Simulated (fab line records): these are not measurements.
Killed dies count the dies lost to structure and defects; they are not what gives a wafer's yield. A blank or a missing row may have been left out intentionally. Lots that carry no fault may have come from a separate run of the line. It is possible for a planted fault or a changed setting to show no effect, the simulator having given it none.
fab line records	flow n5_finfet
record lots=7	wafers=39
route steps=1938 shown DUMMY_GATE@243 GATE_CUT@510 BEOL_M4@1037 BEOL_M9@1467 BEOL_M15@1819 PASSIVATION@1930
start_h: hours from the record's opening day to when the first of the lot's shown wafers began	wait_h: time in hours since the lot's previous step	" as in the row above	L1.1+2: a row that stands for several wafers	- no value, or no start given	* or withheld: withheld	< > ~ a bound
route shown NAME@n: a module of which the file shows steps, and the number in the route of the first	usual: the fault-free wafers' mean and standard deviation	same: alike in all rows	chamber/n: place in a boat	sites: per-site readings	_std_site: standard deviation across them	_edge_site: outer sites' mean less inner sites'	radius_mm: how far each site lies from the wafer's centre	mask NAME#n: copy n	behind: the last tool/chamber to shape the wafer	hold: what put the lot on hold/how long, in hours/how the hold closed	device: the n, p or np transistor that did not switch	end of line: the same wafers' tests at the end of the route	for a step that has no rows: nothing shown but its recipe	killed: count of dies lost to structure and defects at first sort (not the wafer's yield)	map: a wafer's dies, x killed, . not, _ none there
set.NAME: the setting that was run; set.NAME@STEP: the one run at that earlier step	model.NAME: the simulator's own value behind a step, which no gauge read
lots run with intentionally changed settings; tables by step, rows by wafer
## steps
# step N5_DUMMY_GATE_ETCH_31
# recipe chemistry=C4F6/O2	target=SiO2	mask_material=SOC	target_depth_a=825	time_s=27.5	ion_energy_ev=250	pressure_mtorr=30	source_w=345	bias_w=185	Ar_flow_sccm=300	C4F6_flow_sccm=10	O2_flow_sccm=10
lot.wafer	tool	chamber	start_h	wait_h	set.target_depth_a	model.etch.depth_nm	model.SOC_of_DUMMY_GATE_COAT_34.thk_nm
L082.3	rie_diel-03	1	100.39	0.2	825	81.13	52
L082.5	"	0	"	"	825	80.81	52.2
L082.6	"	1	"	"	825	81.21	51.6
L083.1	rie_diel-04	1	102.98	0.0	825	81.23	51.6
L083.2	"	0	"	"	1188	113.6	48.4
L083.3	"	2	"	"	825	84.43	51.6
L083.4	"	1	"	"	1188	117.2	48
L083.5	"	0	"	"	825	77.98	52.2
L083.6	"	2	"	"	1188	121.6	48.2
L086.1	rie_diel-03	3	119.65	0.0	825	81.25	52
L086.2	"	2	"	"	825	82.02	52
L086.3	"	1	"	"	825	81.15	52.2
L086.4	"	0	"	"	825	80.54	52.2
L086.5	"	3	"	"	825	81.41	52.2
L086.6	"	0	"	"	825	80.02	52.2
L088.1	rie_diel-04	1	130.19	0.1	1068	104	49.6
L088.2	"	3	"	"	825	83.13	51.4
L088.3	"	2	"	"	1068	109.2	49.6
L088.4	"	3	"	"	825	82.45	51.4
L088.5	"	2	"	"	1068	109	49.6
L088.6	"	1	"	"	825	79.77	51.8
L092.1	rie_diel-04	2	156.30	0.1	563.8	57.14	54.4
L092.2	"	1	"	"	825	79.11	51.6
L092.3	"	0	"	"	563.8	53.37	54.6
L092.4	"	3	"	"	825	81.43	51.4
L092.5	"	1	"	"	563.8	54.23	54.4
L092.6	"	0	"	"	825	77.04	52
L093.1	rie_diel-04	3	164.41	0.0	509.5	50.86	54.6
L093.2	"	0	"	"	509.5	47.73	55
L093.3	"	1	"	"	509.5	49.04	55
L093.4	"	2	"	"	825	82.85	52.2
L093.5	"	1	"	"	825	79.27	51.8
L093.6	"	0	"	"	825	77.47	52
L097.1	rie_diel-03	2	189.76	0.0	825	82.36	52
L097.2	"	1	"	"	569.8	57.89	54.2
L097.3	"	0	"	"	825	85.01	51.6
L097.4	"	3	"	"	569.8	55.8	54.6
L097.5	"	1	"	"	825	84.03	51.6
L097.6	"	2	"	"	569.8	57.24	54.4
# step N5_DUMMY_GATE_STRIP_41
# recipe chemistry=O2	power_w=400	temp_c=40	pressure_mtorr=30	rf_frequency_hz=6e+07	bias_power_w=0	overash_fraction=0.3	o2_flow_sccm=225
# step N5_DUMMY_GATE_HM_OPEN_21
# recipe chemistry=CH3F/O2	target=SiNx	target_depth_a=1200	Ar_flow_sccm=150	CH3F_flow_sccm=30	O2_flow_sccm=23	time_s=171.4	pressure_mtorr=30	source_w=395	bias_w=73	ion_energy_ev=120.7
# step N5_DUMMY_GATE_ETCH_32
# recipe chemistry=CF4	target=SiO2	target_depth_a=35	time_s=3.9	ion_energy_ev=350	pressure_mtorr=10	icp_w=800	bias_w=400	cf4_flow_sccm=80
# step N5_DUMMY_GATE_ETCH_23
# recipe chemistry=HBr/Cl2/O2	HBr_flow_sccm=150	Cl2_flow_sccm=80	O2_flow_sccm=12	bias_w=102	target_depth_a=410	time_s=22.3	target=poly-Si	mask_material=SiO2	pressure_mtorr=10	icp_w=800
# step N5_DUMMY_GATE_ETCH_44
# recipe chemistry=HBr/O2	over_etch_frac=0.7	target_depth_a=1275	stop_on=SiO2	ion_energy_ev=60	bias_w=20	target=poly-Si	mask_material=SiO2	pressure_mtorr=20	icp_w=400	HBr_flow_sccm=120	O2_flow_sccm=10
# usual oes_product_au=0.736/0.013
lot.wafer	tool	chamber	start_h	wait_h	set.target_depth_a@DUMMY_GATE_ETCH_31	oes_product_au
L082.3	rie_si-02	2	100.72	0.0	825	0.738
L082.5	"	3	"	"	825	0.733
L082.6	"	2	"	"	825	0.726
L083.1	rie_si-03	0	103.32	0.0	825	0.774
L083.2	"	1	"	"	1188	0.739
L083.3	"	2	"	"	825	0.735
L083.4	"	3	"	"	1188	0.754
L083.5	"	2	"	"	825	0.754
L083.6	"	3	"	"	1188	0.749
L086.1	rie_si-03	1	119.99	0.0	825	0.728
L086.2	"	3	"	"	825	0.756
L086.3	"	2	"	"	825	0.735
L086.4	"	0	"	"	825	0.757
L086.5	"	2	"	"	825	0.736
L086.6	"	1	"	"	825	0.741
L088.1	rie_si-05	0	130.52	0.0	1068	0.711
L088.2	"	2	"	"	825	0.723
L088.3	"	3	"	"	1068	0.724
L088.4	"	1	"	"	825	0.724
L088.5	"	1	"	"	1068	0.728
L088.6	"	0	"	"	825	0.717
L092.1	rie_si-05	0	156.63	0.0	563.8	0.382
L092.2	"	1	"	"	825	0.727
L092.3	"	3	"	"	563.8	0.373
L092.4	"	2	"	"	825	0.725
L092.5	"	0	"	"	563.8	0.369
L092.6	"	1	"	"	825	0.733
L093.1	rie_si-05	0	164.75	0.0	509.5	0.370
L093.2	"	3	"	"	509.5	0.380
L093.3	"	1	"	"	509.5	0.378
L093.4	"	2	"	"	825	0.720
L093.5	"	1	"	"	825	0.745
L093.6	"	0	"	"	825	0.717
L097.1	rie_si-03	1	190.09	0.0	825	0.753
L097.2	"	0	"	"	569.8	0.413
L097.3	"	2	"	"	825	0.748
L097.4	"	3	"	"	569.8	0.384
L097.5	"	3	"	"	825	0.739
L097.6	"	2	"	"	569.8	0.397
# step N5_GATE_CUT_ALD_22
# recipe material=SiNx	target_thk_a=160	temp_c=400	ald_precursor_family=SiH2I2	ald_co_reactant=N2/H2-plasma	pulse_time_s=1	ald_cycles=320	purge_time_s=2	co_reactant_purge_time_s=2	pressure_torr=2
lot.wafer	tool	chamber	start_h	wait_h	set.ald_cycles	model.SiNx_of_GATE_CUT_ALD_22.thk_nm
L082.3+5+6	ald_sin-01	3,1,0	139.51	0.0	320	16
L083.1+4+5	ald_sin-04	0,3,0	141.84	0.0	197	9.8
L083.2	"	2	"	"	320	16.2
L083.3+6	"	1	"	"	320	16
L086.1+2+4+5+6	ald_sin-04	0,3,1,3,2	158.21	0.3	320	16
L086.3	"	2	"	"	320	16.2
L088.1	ald_sin-01	3	169.25	0.0	320	15.8
L088.2+3+4	"	2,1,0	"	"	242	12
L088.5+6	"	2,3	"	"	320	16
L092.1+2	ald_sin-03	3,1	193.15	0.0	165	8.2
L092.3	"	0	"	"	165	8.4
L092.4+6	"	2	"	"	320	16.2
L092.5	"	3	"	"	320	16
L093.1	ald_sin-03	1	200.47	0.0	320	15.8
L093.2+3+6	"	0,3,2	"	"	399	19.8
L093.4+5	"	2,3	"	"	320	16
L097.1+5	ald_sin-04	3,1	226.01	0.0	390	19.4
L097.2	"	0	"	"	390	19.6
L097.3+4+6	"	2,1,2	"	"	320	16
# step N5_BEOL_M4_DESCUM_16
# recipe chemistry=O2	time_s=7	source_power_w=50	bias_power_w=20	pressure_mtorr=20	rf_frequency_hz=2.712e+07	temp_c=40	resist=CAR-EUV	o2_flow_sccm=225
lot.wafer	tool	chamber	start_h	wait_h	set.time_s	model.CAR-EUV_of_BEOL_M4_COAT_05.thk_nm
L082.3+5+6	rie_diel-05	3,2,3	233.16	0.1	7	26.2
L083.1+2	rie_diel-05	0,1	233.93	0.3	7	26
L083.3+4+5	"	2,3,1	"	"	4.954	27.2
L083.6	"	2	"	"	7	26.2
L086.1	rie_diel-01	3	243.08	0.0	7	26.2
L086.2+3+6	"	1,2,1	"	"	5.15	27
L086.4+5	"	0,2	"	"	7	26
L088.1+5	rie_diel-01	2,0	243.31	0.1	7	26.2
L088.2+6	"	1,3	"	"	4.761	27.4
L088.3	"	3	"	"	7	26.4
L088.4	"	0	"	"	4.761	27.2
L092.1+6	rie_diel-06	1,3	276.66	0.0	10.93	24.2
L092.2+5	"	2,0	"	"	7	26
L092.3	"	0	"	"	10.93	24
L092.4	"	3	"	"	7	26.2
L093.1+3	rie_diel-06	3,2	282.23	0.1	7	26.2
L093.2+5	"	0	"	"	10.87	24
L093.4	"	1	"	"	7	26
L093.6	"	1	"	"	10.87	24.2
L097.1+3+5	rie_diel-05	0,2,2	301.70	0.2	7	26.2
L097.2+4	"	1,3	"	"	9.036	25.2
L097.6	"	3	"	"	9.036	25.4
# step N5_BEOL_M9_DEP_56
# recipe material=SiCN	target_thk_a=150	temp_c=withheld	precursor=3MS/NH3	pressure_torr=3	rf_w=202	time_s=26.5
lot.wafer	tool	chamber	start_h	wait_h	set.target_thk_a	model.SiCN_of_BEOL_M9_DEP_56.thk_nm
L083.1+3	pecvd-04	0,1	290.40	0.0	186.5	18.6
L083.2	"	2	"	"	150	14.6
L083.4	"	2	"	"	150	14.8
L083.5	"	0	"	"	150	15
L083.6	"	1	"	"	186.5	18.8
L082.3	pecvd-01	2	294.14	0.0	150	14.8
L082.5+6	"	0,2	"	"	150	15
L086.1+2+6	pecvd-02	0,1,2	294.74	0.0	96.78	9.8
L086.3	"	2	"	"	150	15
L086.4	"	0	"	"	150	15.4
L086.5	"	1	"	"	150	15.2
L088.1+5+6	pecvd-04	1,0,2	295.96	0.0	150	15
L088.2+3	"	0,2	"	"	150	14.6
L088.4	"	1	"	"	150	15.2
L092.1+2	pecvd-02	1,2	338.81	0.0	220.6	21.8
L092.3+5	"	0,2	"	"	150	15.2
L092.4	"	1	"	"	220.6	22.4
L092.6	"	0	"	"	150	15.6
L093.1+4	pecvd-01	0	349.34	0.0	173.6	17.6
L093.2	"	2	"	"	173.6	17.2
L093.3	"	1	"	"	150	14.8
L093.5	"	2	"	"	150	15.2
L093.6	"	1	"	"	150	15
L097.1+2	pecvd-02	2,1	357.08	0.0	150	14.6
L097.3+5	"	0	"	"	150	15.2
L097.4+6	"	2,1	"	"	150	15
# step N5_BEOL_M15_SPUTTER_43
# recipe material=TaN	target_thk_a=150	temp_c=50	bias_v=168.6	power_w=15000	chamber_pressure_pa=0.12	time_s=24.19
lot.wafer	tool	chamber	start_h	wait_h	set.time_s	model.TaN_of_BEOL_M15_SPUTTER_43.thk_nm
L083.1	pvd_sputter-03	-	329.05	0.0	36.96	22.6
L083.2+4	"	-	"	"	36.96	23
L083.3+6	"	-	"	"	24.19	14.6
L083.5	"	-	"	"	24.19	15
L086.1+2+4	pvd_sputter-02	-	330.19	0.0	24.19	14.8
L086.3+5	"	-	"	"	12.97	8
L086.6	"	-	"	"	12.97	7.8
L082.3	pvd_sputter-03	-	337.01	0.0	24.19	15
L082.5	"	-	"	"	24.19	14.4
L082.6	"	-	"	"	24.19	14.8
L088.1+2+4+5	pvd_sputter-02	-	337.27	0.0	24.19	14.8
L088.3+6	"	-	"	"	24.19	15
L092.1+6	pvd_sputter-03	-	375.48	0.0	14.82	9
L092.2	"	-	"	"	24.19	14.8
L092.3	"	-	"	"	24.19	14.6
L092.4	"	-	"	"	24.19	14.4
L092.5	"	-	"	"	14.82	8.8
L093.1+6	pvd_sputter-03	-	395.07	0.0	35.39	21.8
L093.2	"	-	"	"	35.39	21.4
L093.3+5	"	-	"	"	24.19	14.8
L093.4	"	-	"	"	24.19	14.6
L097.1+2	pvd_sputter-01	-	398.48	0.0	16.94	10.4
L097.3	"	-	"	"	24.19	15.2
L097.4	"	-	"	"	24.19	14.6
L097.5	"	-	"	"	24.19	14.8
L097.6	"	-	"	"	16.94	10.2
# step N5_BEOL_M15_SPUTTER_44
# recipe material=Ta	target_thk_a=150	temp_c=50	bias_v=80	power_w=15000	chamber_pressure_pa=0.07	time_s=24.19
# step N5_BEOL_M15_SPUTTER_45
# recipe material=Cu	target_thk_a=1000	temp_c=-20	bias_v=60	power_w=26000	chamber_pressure_pa=0.13	time_s=16.67
# step N5_BEOL_M15_ECD_47
# recipe material=Cu	target_thk_a=18600
# step N5_BEOL_M15_ANNEAL_48
# recipe temp_c=225	time_s=90	ambient=N2
# step N5_BEOL_M15_CMP_49
# recipe stop_on=SiO2	t_overpolish_s=4.9	down_force_psi=2	platen_rpm=80	clearing_platen_down_force_psi=2	clearing_platen_rpm=80	post_cmp_clean=cu_alkaline	target_thk_nm=850	clearing_platen_pad_velocity_m_s=1.5917	pad_velocity_m_s=1.5917
# usual barrier_field_endpoint_s=11.48/0.28
lot.wafer	tool	chamber	start_h	wait_h	set.time_s@BEOL_M15_SPUTTER_43	barrier_field_endpoint_s
L083.1	cmp-01	1	329.87	0.3	36.96	14.34
L083.3	"	2	"	"	24.19	11.52
L083.4	"	3	"	"	36.96	14.09
L083.2	"	0	"	"	36.96	14.14
L083.5	"	1	"	"	24.19	11.38
L083.6	"	2	"	"	24.19	11.26
L086.1	cmp-03	2	331.07	0.3	24.19	11.00
L086.3	"	3	"	"	12.97	8.78
L086.4	"	0	"	"	24.19	11.49
L086.2	"	1	"	"	24.19	11.98
L086.5	"	2	"	"	12.97	8.58
L086.6	"	3	"	"	12.97	8.77
L082.3	cmp-01	0	337.88	0.2	24.19	11.59
L082.5	"	3	"	"	24.19	11.21
L082.6	"	0	"	"	24.19	11.46
L088.3	cmp-02	0	338.11	0.2	24.19	11.67
L088.2	"	1	"	"	24.19	11.43
L088.1	"	2	"	"	24.19	11.37
L088.4	"	3	"	"	24.19	11.51
L088.5	"	0	"	"	24.19	11.79
L088.6	"	1	"	"	24.19	11.57
L092.4	cmp-01	0	376.29	0.1	24.19	11.11
L092.2	"	1	"	"	24.19	11.51
L092.3	"	2	"	"	24.19	11.63
L092.1	"	3	"	"	14.82	8.69
L092.5	"	0	"	"	14.82	8.77
L092.6	"	1	"	"	14.82	9.19
L093.1	cmp-01	2	395.88	0.3	35.39	13.98
L093.2	"	3	"	"	35.39	13.56
L093.4	"	0	"	"	24.19	11.06
L093.3	"	1	"	"	24.19	11.33
L093.5	"	2	"	"	24.19	11.35
L093.6	"	3	"	"	35.39	14.11
L097.4	cmp-02	2	399.30	0.1	24.19	11.28
L097.3	"	3	"	"	24.19	11.45
L097.1	"	0	"	"	16.94	10.16
L097.2	"	1	"	"	16.94	9.70
L097.5	"	2	"	"	24.19	11.50
L097.6	"	3	"	"	16.94	9.53
# step N5_PASSIVATION_ETCH_54
# recipe chemistry=CHF3/O2	target=SiO2	target_depth_a=8800	CHF3_flow_sccm=50	O2_flow_sccm=5	Ar_flow_sccm=200	time_s=440	mask_material=PR	pressure_mtorr=30	source_w=650	bias_w=170	ion_energy_ev=200
lot.wafer	tool	chamber	start_h	wait_h	set.target_depth_a	model.etch.depth_nm	model.PASSIVATION.feature_depth_nm
L083.1	rie_diel-05	3	344.02	0.1	8800	904.6	904.6
L083.2	"	1	"	"	12630	1297	1297
L083.3	"	0	"	"	12630	1263	1263
L083.4	"	2	"	"	8800	863.6	863.6
L083.5	"	2	"	"	8800	864.5	864.4
L083.6	"	3	"	"	12630	1302	1302
L086.1	rie_diel-05	1	344.96	0.1	8800	892.9	892.8
L086.2	"	2	"	"	8800	848	848
L086.3	"	0	"	"	8800	868.9	869
L086.4	"	3	"	"	8800	902.6	902.6
L086.5	"	3	"	"	8800	895.6	895.6
L086.6	"	0	"	"	8800	875.2	875.2
L082.3	rie_diel-06	1	350.72	0.1	8800	867.8	867.8
L082.5	"	0	"	"	8800	903.7	903.6
L082.6	"	1	"	"	8800	869.4	869.4
L088.1	rie_diel-05	0	353.53	0.1	10370	1030	1030
L088.2	"	1	"	"	8800	889	889
L088.3	"	3	"	"	8800	901.5	901.4
L088.4	"	2	"	"	8800	852.1	852.2
L088.5	"	0	"	"	10370	1032	1032
L088.6	"	3	"	"	10370	1061	1061
L092.1	rie_diel-06	1	387.72	0.1	8800	892.6	892.6
L092.2	"	0	"	"	8800	920.9	920.8
L092.3	"	3	"	"	12160	1200	1200
L092.4	"	2	"	"	12160	1259	1259
L092.5	"	2	"	"	12160	1256	1256
L092.6	"	3	"	"	8800	870	870
L093.1	rie_diel-01	3	406.63	0.1	8800	859.9	860
L093.2	"	0	"	"	5303	528.2	528.2
L093.3	"	1	"	"	5303	526.7	526.6
L093.4	"	2	"	"	5303	534.7	534.8
L093.5	"	3	"	"	8800	859.8	859.8
L093.6	"	0	"	"	8800	873.9	873.8
L097.1	rie_diel-01	0	411.11	0.1	8800	866	866
L097.2	"	1	"	"	6996	694.1	694.2
L097.3	"	2	"	"	8800	883.1	883
L097.4	"	3	"	"	8800	865	865
L097.5	"	2	"	"	6996	694.3	694.2
L097.6	"	1	"	"	6996	694.2	694.2
## key
split step=N5_DUMMY_GATE_ETCH_31	setting=target_depth_a	stated=825	by=wafer
response step=N5_DUMMY_GATE_ETCH_31	reading=model.etch.depth_nm	change=+0.823	per=1%	r=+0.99
response step=N5_DUMMY_GATE_ETCH_31	reading=model.SOC_of_DUMMY_GATE_COAT_34.thk_nm	change=-0.0797	per=1%	r=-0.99
response step=N5_DUMMY_GATE_ETCH_44	reading=oes_product_au	shape=bent	at_lowest=0.376	at_stated=0.737	at_highest=0.747
split step=N5_GATE_CUT_ALD_22	setting=ald_cycles	stated=320	by=wafer
response step=N5_GATE_CUT_ALD_22	reading=model.SiNx_of_GATE_CUT_ALD_22.thk_nm	change=+0.161	per=1%	r=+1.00
split step=N5_BEOL_M4_DESCUM_16	setting=time_s	stated=7	by=wafer
response step=N5_BEOL_M4_DESCUM_16	reading=model.CAR-EUV_of_BEOL_M4_COAT_05.thk_nm	change=-0.0355	per=1%	r=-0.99
split step=N5_BEOL_M9_DEP_56	setting=target_thk_a	stated=150	by=wafer
response step=N5_BEOL_M9_DEP_56	reading=model.SiCN_of_BEOL_M9_DEP_56.thk_nm	change=+0.148	per=1%	r=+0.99
split step=N5_BEOL_M15_SPUTTER_43	setting=time_s	stated=24.19	by=wafer
response step=N5_BEOL_M15_SPUTTER_43	reading=model.TaN_of_BEOL_M15_SPUTTER_43.thk_nm	change=+0.15	per=1%	r=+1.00
response step=N5_BEOL_M15_CMP_49	reading=barrier_field_endpoint_s	change=+0.0575	per=1%	r=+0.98
split step=N5_PASSIVATION_ETCH_54	setting=target_depth_a	stated=8800	by=wafer
response step=N5_PASSIVATION_ETCH_54	reading=model.etch.depth_nm	change=+8.95	per=1%	r=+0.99
response step=N5_PASSIVATION_ETCH_54	reading=model.PASSIVATION.feature_depth_nm	change=+8.95	per=1%	r=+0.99
